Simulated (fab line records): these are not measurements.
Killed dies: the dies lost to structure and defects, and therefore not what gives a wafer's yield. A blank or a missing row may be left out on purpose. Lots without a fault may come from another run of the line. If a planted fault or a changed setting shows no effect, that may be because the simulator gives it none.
Which of the tools did it? :: flow nand-harc :: 12 lots with 36 wafers sampled at 2 steps, on a route of 1302 steps

WHAT THE GAUGES READ, wafer by wafer
NHARC_A_M0_THK_MEAS_24: measures by xrf.
lot: L076
measured: day 23 12:57
on: film-metro-02
thk-nm (nm): 112.8 111.8 111.7

lot: L077
measured: day 23 23:52
on: film-metro-02
thk-nm (nm): 113.3 112.6 113.4

lot: L079
measured: day 24 14:56
on: film-metro-02
thk-nm (nm): 113.9 116.4 112.4

lot: L081
measured: day 25 17:10
on: film-metro-01
thk-nm (nm): 112.3 112.2 114.4

lot: L085
measured: day 27 13:14
on: film-metro-02
thk-nm (nm): 116.3 112.2 112.3

lot: L086
measured: day 27 18:53
on: film-metro-02
thk-nm (nm): 110.7 110.6 110.9

lot: L087
measured: day 28 15:17
on: film-metro-02
thk-nm (nm): 112.2 111.7 112.0

lot: L089
measured: day 29 05:35
on: film-metro-02
thk-nm (nm): 115.2 113.3 115.0

lot: L090
measured: day 29 11:14
on: film-metro-02
thk-nm (nm): 115.4 114.6 115.3

lot: L093
measured: day 30 23:08
on: film-metro-01
thk-nm (nm): 113.8 113.2 114.5

lot: L095
measured: day 31 10:57
on: film-metro-01
thk-nm (nm): 114.0 111.1 113.5

lot: L097
measured: day 32 05:15
on: film-metro-02
thk-nm (nm): 114.1 113.5 113.6

EACH LOT AND THE TOOL THAT RAN IT (in order: tool; ch and the chambers of the sampled wafers; start)
lot: L076
NHARC_A_M0_STRIP_18: rie-diel-02 ch 0,1,2, day 23 10:59

lot: L077
NHARC_A_M0_STRIP_18: rie-diel-07 ch 0,3, day 23 21:55

lot: L079
NHARC_A_M0_STRIP_18: rie-diel-07 ch 0,2, day 24 13:01

lot: L081
NHARC_A_M0_STRIP_18: rie-diel-02 ch 0,1,3, day 25 15:16

lot: L085
NHARC_A_M0_STRIP_18: rie-diel-06 ch 0,1,2, day 27 11:19

lot: L086
NHARC_A_M0_STRIP_18: rie-diel-06 ch 0,3, day 27 16:49

lot: L087
NHARC_A_M0_STRIP_18: rie-diel-02 ch 0,3, day 28 13:10

lot: L089
NHARC_A_M0_STRIP_18: rie-diel-07 ch 0,3, day 29 03:20

lot: L090
NHARC_A_M0_STRIP_18: rie-diel-02 ch 0,1, day 29 09:02

lot: L093
NHARC_A_M0_STRIP_18: rie-diel-02 ch 0,1,3, day 30 21:12

lot: L095
NHARC_A_M0_STRIP_18: rie-diel-02 ch 0,1,3, day 31 09:01

lot: L097
NHARC_A_M0_STRIP_18: rie-diel-07 ch 1,2,3, day 32 03:11
- NHARC_A_M0_STRIP_18: strips in N2/H2.

THE ANSWER, worked out from the rows above alone
Rule: the lots themselves supply what counts as usual. Put in order of their means at a reading, lots are off if they are a third of the lots or fewer, leave a main group of 4 or more, and stand apart from it by a gap of 3 or more times the standard deviation of the main group's means; of several such gaps the widest counts. A main group is skipped when, at the precision printed for the reading in the tables above, its means are all equal. Also off: a lot with no number at a reading for which 4 or more lots have one. The other lots that the step has rows for count as sound.
Nothing can be told from this: no lot is off at any reading shown.

WHAT WAS PUT IN BY THE SIMULATOR
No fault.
